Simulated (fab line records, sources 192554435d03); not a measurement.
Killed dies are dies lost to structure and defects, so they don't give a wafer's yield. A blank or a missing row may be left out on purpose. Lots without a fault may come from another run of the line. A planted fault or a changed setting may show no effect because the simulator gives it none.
fab line records | flow n5_finfet | part 1 of 2: steps 1 to 4 of 6
record lots=24 wafers=72 last_day=18
route steps=1938 shown BEOL_M9@1467 BEOL_M10@1492 BEOL_M11@1538
lots that met no fault: from a run of the same line without faults
start_h: hours from the record's first day to the start of the lot's first wafer shown | wait_h: hours since the lot's step before | " the same as in the row above | L1.1+2: a row that stands for several wafers | - no value, or no start given | * or withheld: withheld | < > ~ a bound
route shown NAME@n: a module of which the file shows steps, and the number in the route of the first | usual: mean/standard deviation of fault-free wafers | same: alike in all rows | chamber/n: place in a boat | sites: the reading at each site | _std_site: their standard deviation | _edge_site: outer sites' mean less inner sites' | radius_mm: how far each site lies from the wafer's centre | mask NAME#n: copy n | behind: the tool/chamber that last shaped the wafer | hold: why the lot was held/for how many hours/how that ended | device: the transistor (n, p or np) that didn't switch | end of line: the same wafers' tests at the end of the route | a step without rows: its recipe alone | killed: dies lost to structure and defects at the first sort, not the wafer's yield | map: a wafer's dies, x killed, . not, _ none there
set.NAME: the setting as run; set.NAME@STEP: as run at that earlier step | model.NAME: the simulator's own value behind a step, which no gauge read
steps of the route over a sample of lots; a table a step, a row a wafer
services: from which hour (start_h, from the record's first day; less than 0 if before it) a tool's chamber was out of use, for how many hours, and why
## steps
# step N5_BEOL_M9_DEP_56
# recipe material=SiCN target_thk_a=150 temp_c=withheld precursor=3MS/NH3 pressure_torr=3 rf_w=202 time_s=26.5
# usual showerhead_plenum_p_Torr=3.660/0.015 throttle_valve_pct=9.2/0.46
# columns lot.wafer tool chamber start_h wait_h showerhead_plenum_p_Torr throttle_valve_pct
L074.2 pecvd-03 2 209.36 0.0 3.667 8.6
L074.3 " 1 " " 3.690 9.3
L074.4 " 1 " " 3.689 9.5
L075.1 pecvd-03 2 218.08 0.0 3.672 8.2
L075.3 " 2 " " 3.667 8.3
L075.5 " 1 " " 3.674 9.4
L076.1 pecvd-02 1 222.66 0.0 3.635 9.9
L076.2 " 0 " " 3.664 8.7
L076.5 " 2 " " 3.641 8.7
L078.3 pecvd-02 1 233.60 0.0 3.628 9.9
L078.5 " 2 " " 3.639 8.9
L078.6 " 0 " " 3.669 9.0
L077.1 pecvd-01 1 234.21 0.0 3.656 9.1
L077.2 " 2 " " 3.663 9.0
L077.3 " 0 " " 3.660 9.6
L080.2 pecvd-03 0 247.89 0.0 3.656 9.4
L080.4 " 0 " " 3.663 9.0
L080.5 " 1 " " 3.686 9.4
L079.1 pecvd-03 2 253.61 0.0 3.670 8.6
L079.4 " 2 " " 3.658 8.4
L079.6 " 0 " " 3.657 9.6
L081.1 pecvd-02 2 258.46 0.0 3.639 8.8
L081.2 " 1 " " 3.633 9.8
L081.3 " 0 " " 3.675 9.0
L082.1 pecvd-02 1 270.80 0.0 3.643 10.0
L082.3 " 2 " " 3.650 8.9
L082.6 " 1 " " 3.630 9.7
L083.2 pecvd-03 0 270.97 0.0 3.657 9.4
L083.5 " 2 " " 3.660 8.6
L083.6 " 0 " " 3.665 9.5
L086.1 pecvd-03 2 286.64 0.0 3.671 8.7
L086.3 " 1 " " 3.678 9.0
L086.4 " 2 " " 3.669 8.4
L084.3 pecvd-03 0 287.38 0.0 3.657 9.8
L084.5 " 0 " " 3.660 9.8
L084.6 " 1 " " 3.680 9.1
L087.2 pecvd-01 1 291.20 0.0 3.652 9.1
L087.3 " 0 " " 3.670 9.5
L087.4 " 1 " " 3.656 8.9
L085.1 pecvd-03 1 293.38 0.0 3.679 9.5
L085.2 " 2 " " 3.669 8.8
L085.5 " 0 " " 3.661 9.6
L088.2 pecvd-02 0 295.89 0.0 3.660 8.8
L088.5 " 1 " " 3.645 9.9
L088.6 " 0 " " 3.666 8.4
L089.2 pecvd-03 2 315.58 0.0 3.670 8.5
L089.3 " 1 " " 3.682 9.3
L089.6 " 1 " " 3.679 9.3
L090.1 pecvd-03 1 315.85 0.0 3.681 9.3
L090.2 " 0 " " 3.646 9.5
L090.3 " 2 " " 3.672 8.5
L091.2 pecvd-01 2 316.82 0.0 3.650 9.2
L091.4 " 1 " " 3.669 9.0
L091.5 " 0 " " 3.650 9.7
L092.1 pecvd-02 0 330.76 0.0 3.671 8.8
L092.4 " 1 " " 3.637 9.8
L092.6 " 2 " " 3.659 9.0
L095.2 pecvd-01 0 337.69 0.0 3.658 9.7
L095.3 " 1 " " 3.648 8.9
L095.5 " 1 " " 3.655 9.6
L093.1 pecvd-02 0 342.05 0.0 3.667 8.8
L093.3 " 2 " " 3.638 9.0
L093.5 " 0 " " 3.670 8.8
L094.1 pecvd-01 1 345.99 0.0 3.650 8.8
L094.2 " 0 " " 3.663 9.5
L094.5 " 1 " " 3.653 9.2
L097.2 pecvd-02 1 348.77 0.0 3.643 9.9
L097.3 " 0 " " 3.673 8.8
L097.6 " 0 " " 3.664 9.0
L096.2 pecvd-03 1 357.07 0.0 3.678 9.7
L096.4 " 1 " " 3.682 9.2
L096.6 " 2 " " 3.660 8.9
# step N5_BEOL_M10_STRIP_19
# recipe chemistry=O2 power_w=400 temp_c=40 pressure_mtorr=30 rf_frequency_hz=6e+07 bias_power_w=0 overash_fraction=0.2 o2_flow_sccm=225
# usual drypump_motor_current_A=5.7/0.59 oes_product_au=0.82/0.069 rf_vpp_V=3.7/0.65 showerhead_plenum_p_Torr=2.07/0.074 throttle_valve_pct=16.67/0.2
# columns lot.wafer tool chamber start_h wait_h drypump_motor_current_A oes_product_au rf_hours_counter_h rf_vpp_V showerhead_plenum_p_Torr throttle_valve_pct
L074.2 rie_diel-04 1 211.49 0.1 6.1 0.84 61 2.4 2.06 16.56
L074.3 " 3 " " 5.6 0.84 76 4.1 2.06 16.95
L074.4 " 3 " " 5.7 0.85 - 4.0 2.06 16.94
L075.1 rie_diel-04 0 220.43 0.1 5.5 0.75 149 5.2 2.00 16.64
L075.3 " 3 " " 5.6 0.85 80 4.4 2.06 16.95
L075.5 " 1 " " 6.2 0.84 - 3.2 2.06 16.56
L076.1 rie_diel-06 1 225.49 0.1 4.9 0.82 109 4.7 2.01 16.62
L076.2 " 3 " " 6.7 0.92 27 4.1 2.07 16.73
L076.5 " 1 " " 4.9 0.81 - 3.1 2.01 16.62
L078.3 rie_diel-06 3 237.09 0.1 6.7 0.91 31 3.6 2.07 16.72
L078.5 " 0 " " 5.2 0.82 - 5.4 2.02 16.60
L078.6 " 1 " " 4.9 0.79 - 3.2 2.00 16.61
L077.1 rie_diel-06 3 237.32 0.1 6.7 0.92 31 3.8 2.07 16.74
L077.2 " 0 " " 5.2 0.82 82 4.1 2.02 16.60
L077.3 " 2 " " 5.4 0.69 243 3.8 1.97 16.90
L080.2 rie_diel-04 3 252.85 0.1 5.6 0.82 93 3.6 2.05 16.98
L080.4 " 0 " " 5.5 0.74 - 3.0 2.00 16.64
L080.5 " 3 " " 5.7 0.82 - 4.1 2.06 16.95
L079.1 rie_diel-03 2 257.34 0.1 4.8 0.86 60 4.0 2.06 16.39
L079.4 " 3 " " 6.5 0.87 - 3.3 2.21 16.38
L079.6 " 0 " " 5.0 0.84 - 2.9 2.14 16.89
L081.1 rie_diel-04 1 261.39 0.1 6.1 0.82 81 4.2 2.05 16.58
L081.2 " 0 " " 5.5 0.73 166 3.0 1.99 16.69
L081.3 " 3 " " 5.7 0.82 97 3.8 2.05 16.98
L082.1 rie_diel-03 2 273.52 0.2 4.8 0.85 67 2.9 2.06 16.38
L082.3 " 1 " " 6.6 1.01 1 4.8 2.23 16.49
L082.6 " 0 " " 5.0 0.84 - 4.0 2.14 16.91
L083.2 rie_diel-04 0 273.94 0.1 5.5 0.73 171 3.4 1.99 16.68
L083.5 " 2 " " 5.9 0.97 - 3.9 2.04 16.37
L083.6 " 1 " " 6.1 0.81 - 4.7 2.05 16.59
L086.1 rie_diel-06 0 288.84 0.2 5.2 0.80 101 3.3 2.02 16.64
L086.3 " 1 " " 4.8 0.78 131 3.6 2.00 16.66
L086.4 " 3 " " 6.7 0.89 - 2.8 2.06 16.77
L084.3 rie_diel-03 1 289.05 0.1 6.6 0.96 6 3.9 2.23 16.46
L084.5 " 1 " " 6.6 0.96 - 2.9 2.23 16.49
L084.6 " 0 " " 5.0 0.83 - 4.2 2.14 16.91
L087.2 rie_diel-04 3 294.39 0.2 5.6 0.80 109 3.3 2.05 16.99
L087.3 " 0 " " 5.5 0.72 179 4.0 1.99 16.69
L087.4 " 2 " " 5.9 0.93 - 3.3 2.04 16.42
L085.1 rie_diel-03 1 297.59 0.1 6.6 0.95 9 3.2 2.23 16.49
L085.2 " 0 " " 5.1 0.82 83 2.4 2.14 16.91
L085.5 " 2 " " 4.8 0.84 - 3.8 2.05 16.41
L088.2 rie_diel-04 0 298.39 0.1 5.5 0.72 181 5.0 1.99 16.72
L088.5 " 0 " " 5.5 0.71 - 4.1 1.99 16.70
L088.6 " 3 " " 5.6 0.80 - 3.4 2.05 17.02
L089.2 rie_diel-04 2 317.91 0.2 5.8 0.90 18 3.4 2.04 16.40
L089.3 " 1 " " 6.1 0.80 98 3.5 2.05 16.61
L089.6 " 0 " " 5.5 0.71 - 4.3 1.99 16.73
L090.1 rie_diel-03 2 318.15 0.1 4.8 0.83 82 3.0 2.05 16.39
L090.2 " 1 " " 6.5 0.94 15 3.5 2.22 16.50
L090.3 " 3 " " 6.5 0.84 73 4.1 2.21 16.42
L091.2 rie_diel-06 2 322.84 0.2 5.3 0.91 9 4.6 2.23 16.46
L091.4 " 3 " " 6.7 0.86 62 2.8 2.06 16.80
L091.5 " 1 " " 4.9 0.77 - 4.4 1.99 16.68
L092.1 rie_diel-06 0 333.63 0.3 5.2 0.79 116 3.6 2.01 16.66
L092.4 " 2 " " 5.4 0.89 13 4.1 2.22 16.47
L092.6 " 3 " " 6.7 0.86 - 3.3 2.06 16.80
L095.2 rie_diel-04 3 340.88 0.1 5.7 0.80 125 3.5 2.04 17.03
L095.3 " 2 " " 5.8 0.88 26 4.6 2.03 16.45
L095.5 " 1 " " 6.1 0.79 - 4.8 2.04 16.64
L093.1 rie_diel-04 3 345.05 0.1 5.6 0.79 127 2.2 2.04 17.05
L093.3 " 0 " " 5.5 0.70 198 3.8 1.98 16.71
L093.5 " 1 " " 6.1 0.79 - 4.5 2.04 16.65
L094.1 rie_diel-03 0 349.63 0.1 5.0 0.80 100 3.1 2.13 16.95
L094.2 " 3 " " 6.5 0.81 84 3.2 2.20 16.45
L094.5 " 0 " " 5.0 0.81 - 3.0 2.13 16.96
L097.2 rie_diel-03 1 351.96 0.3 6.6 0.90 28 3.8 2.22 16.51
L097.3 " 2 " " 4.8 0.82 95 4.9 2.05 16.45
L097.6 " 3 " " 6.5 0.82 - 3.6 2.20 16.47
L096.2 rie_diel-04 0 360.10 0.4 5.5 0.70 203 3.3 1.98 16.73
L096.4 " 3 " " 5.6 0.78 133 2.8 2.04 17.05
L096.6 " 2 " " 5.9 0.88 - 5.1 2.03 16.44
# step N5_BEOL_M11_THK_MEAS_01
# recipe reads=SiCOH_lowk_of_BEOL_M11_ILD_DEP_00
# usual M11_ILD_THK=268/3.3
# columns lot.wafer tool chamber start_h wait_h M11_ILD_THK[nm]
L074.2 film_metro-02 - 218.52 0.4 265
L074.3 " - " " 268
L074.4 " - " " 273
L075.1 film_metro-01 - 225.74 0.4 271
L075.3 " - " " 273
L075.5 " - " " 272
L076.1 film_metro-01 - 232.07 0.4 264
L076.2 " - " " 264
L076.5 " - " " 269
L078.3 film_metro-01 - 241.26 0.3 267
L078.5 " - " " 271
L078.6 " - " " 269
L077.1 film_metro-02 - 242.45 0.8 269
L077.2 " - " " 269
L077.3 " - " " 271
L080.2 film_metro-02 - 260.87 0.4 262
L080.4 " - " " 267
L080.5 " - " " 267
L079.1 film_metro-02 - 262.28 0.4 264
L079.4 " - " " 269
L079.6 " - " " 270
L081.1 film_metro-02 - 267.10 0.4 264
L081.2 " - " " 263
L081.3 " - " " 271
L082.1 film_metro-02 - 279.49 0.4 265
L082.3 " - " " 264
L082.6 " - " " 272
L083.2 film_metro-01 - 281.26 1.3 264
L083.5 " - " " 269
L083.6 " - " " 269
L084.3 film_metro-01 - 294.76 0.3 266
L084.5 " - " " 269
L084.6 " - " " 270
L086.1 film_metro-01 - 295.81 0.4 263
L086.3 " - " " 263
L086.4 " - " " 271
L087.2 film_metro-02 - 299.33 0.4 268
L087.3 " - " " 269
L087.4 " - " " 275
L085.1 film_metro-01 - 304.33 0.4 267
L085.2 " - " " 267
L085.5 " - " " 272
L088.2 film_metro-01 - 304.57 0.4 270
L088.5 " - " " 271
L088.6 " - " " 271
L089.2 film_metro-01 - 325.60 0.4 265
L089.3 " - " " 265
L089.6 " - " " 267
L090.1 film_metro-02 - 325.78 0.4 263
L090.2 " - " " 269
L090.3 " - " " 267
L091.2 film_metro-02 - 327.28 0.4 262
L091.4 " - " " 267
L091.5 " - " " 269
L092.1 film_metro-02 - 339.37 0.4 266
L092.4 " - " " 269
L092.6 " - " " 268
L095.2 film_metro-01 - 349.23 0.4 265
L095.3 " - " " 262
L095.5 " - " " 269
L093.1 film_metro-01 - 352.08 0.4 263
L093.3 " - " " 265
L093.5 " - " " 268
L094.1 film_metro-02 - 356.33 0.4 267
L094.2 " - " " 265
L094.5 " - " " 272
L097.2 film_metro-01 - 358.25 0.4 266
L097.3 " - " " 266
L097.6 " - " " 273
L096.2 film_metro-01 - 369.79 0.4 266
L096.4 " - " " 271
L096.6 " - " " 270
# step N5_BEOL_M11_HM_OPEN_17
# recipe chemistry=Cl2/BCl3 target_depth_a=200 overetch_a=60 target=TiN mask_material=SOC ion_energy_ev=150 pressure_mtorr=10 icp_w=1000 bias_w=126 Cl2_flow_sccm=53.25 bcl3_flow_sccm=21.75 Ar_flow_sccm=25
# usual drypump_motor_current_A=5.9/0.36 oes_product_au=0.69/0.073 throttle_valve_pct=22.10/0.24
# columns lot.wafer tool chamber start_h wait_h drypump_motor_current_A oes_product_au rf_hours_counter_h throttle_valve_pct
L074.2 rie_metal-01 0 219.99 0.0 5.7 0.75 11 21.71
L074.3 " 0 " " 5.7 0.75 - 21.70
L074.4 " 1 " " 6.1 0.72 - 22.39
L075.1 rie_metal-02 1 228.53 0.0 6.5 0.59 78 22.16
L075.3 " 0 " " 6.3 0.73 - 22.22
L075.5 " 1 " " 6.5 0.60 - 22.15
L076.1 rie_metal-01 1 233.49 0.0 6.1 0.72 24 22.41
L076.2 " 0 " " 5.7 0.74 12 21.71
L076.5 " 1 " " 6.1 0.72 - 22.39
L078.3 rie_metal-01 1 246.22 0.1 6.1 0.72 - 22.40
L078.5 " 1 " " 6.1 0.72 - 22.40
L078.6 " 0 " " 5.7 0.74 - 21.69
L077.1 rie_metal-01 1 246.39 0.0 6.1 0.71 24 22.39
L077.2 " 0 " " 5.7 0.74 12 21.71
L077.3 " 0 " " 5.7 0.74 - 21.71
L080.2 rie_metal-02 0 262.07 0.0 6.3 0.72 16 22.24
L080.4 " 0 " " 6.3 0.73 - 22.23
L080.5 " 0 " " 6.3 0.73 - 22.24
L079.1 rie_metal-01 0 264.90 0.0 5.7 0.73 14 21.70
L079.4 " 0 " " 5.7 0.73 - 21.69
L079.6 " 0 " " 5.7 0.74 - 21.70
L081.1 rie_metal-02 1 269.55 0.0 6.5 0.58 82 22.16
L081.2 " 0 " " 6.3 0.74 16 22.22
L081.3 " 0 " " 6.3 0.73 - 22.21
L082.1 rie_metal-02 0 282.87 0.0 6.2 0.73 17 22.22
L082.3 " 1 " " 6.5 0.59 - 22.16
L082.6 " 1 " " 6.5 0.59 - 22.15
L083.2 rie_metal-03 1 283.31 0.0 5.4 0.61 79 22.21
L083.5 " 1 " " 5.5 0.59 - 22.24
L083.6 " 0 " " 5.7 0.83 - 21.90
L084.3 rie_metal-03 1 297.71 0.1 5.5 0.60 - 22.24
L084.5 " 0 " " 5.7 0.81 - 21.91
L084.6 " 1 " " 5.5 0.60 - 22.23
L086.1 rie_metal-03 1 297.94 0.0 5.5 0.60 80 22.23
L086.3 " 1 " " 5.5 0.60 - 22.24
L086.4 " 0 " " 5.7 0.80 - 21.93
L087.2 rie_metal-01 1 300.95 0.0 6.1 0.71 29 22.39
L087.3 " 1 " " 6.1 0.70 - 22.41
L087.4 " 0 " " 5.7 0.73 - 21.70
L085.1 rie_metal-01 1 307.38 0.0 6.1 0.71 30 22.42
L085.2 " 0 " " 5.7 0.72 18 21.70
L085.5 " 1 " " 6.1 0.71 - 22.40
L088.2 rie_metal-03 1 307.62 0.0 5.5 0.60 81 22.26
L088.5 " 1 " " 5.5 0.60 - 22.24
L088.6 " 0 " " 5.7 0.79 - 21.92
L089.2 rie_metal-03 1 326.61 0.0 5.5 0.61 83 22.23
L089.3 " 1 " " 5.5 0.60 - 22.22
L089.6 " 0 " " 5.7 0.79 - 21.91
L090.1 rie_metal-02 0 326.79 0.0 6.3 0.72 21 22.24
L090.2 " 1 " " 6.5 0.58 87 22.17
L090.3 " 0 " " 6.3 0.70 - 22.25
L091.2 rie_metal-01 0 329.98 0.0 5.7 0.74 20 21.70
L091.4 " 1 " " 6.1 0.71 - 22.41
L091.5 " 1 " " 6.1 0.71 - 22.39
L092.1 rie_metal-02 1 341.49 0.0 6.5 0.58 88 22.18
L092.4 " 1 " " 6.5 0.58 - 22.17
L092.6 " 1 " " 6.5 0.57 - 22.16
L095.2 rie_metal-01 1 351.41 0.0 6.1 0.70 34 22.40
L095.3 " 1 " " 6.1 0.71 - 22.39
L095.5 " 1 " " 6.1 0.71 - 22.38
L093.1 rie_metal-03 1 354.01 0.0 5.5 0.60 85 22.23
L093.3 " 0 " " 5.7 0.80 - 21.91
L093.5 " 1 " " 5.5 0.60 - 22.24
L094.1 rie_metal-03 1 359.48 0.0 5.5 0.59 86 22.25
L094.2 " 0 " " 5.7 0.77 9 21.93
L094.5 " 1 " " 5.5 0.60 - 22.25
L097.2 rie_metal-02 0 359.81 0.0 6.3 0.70 23 22.25
L097.3 " 0 " " 6.3 0.69 - 22.25
L097.6 " 0 " " 6.3 0.70 - 22.25
L096.2 rie_metal-03 1 371.05 0.0 5.5 0.59 86 22.23
L096.4 " 0 " " 5.7 0.78 - 21.91
L096.6 " 0 " " 5.7 0.77 - 21.92
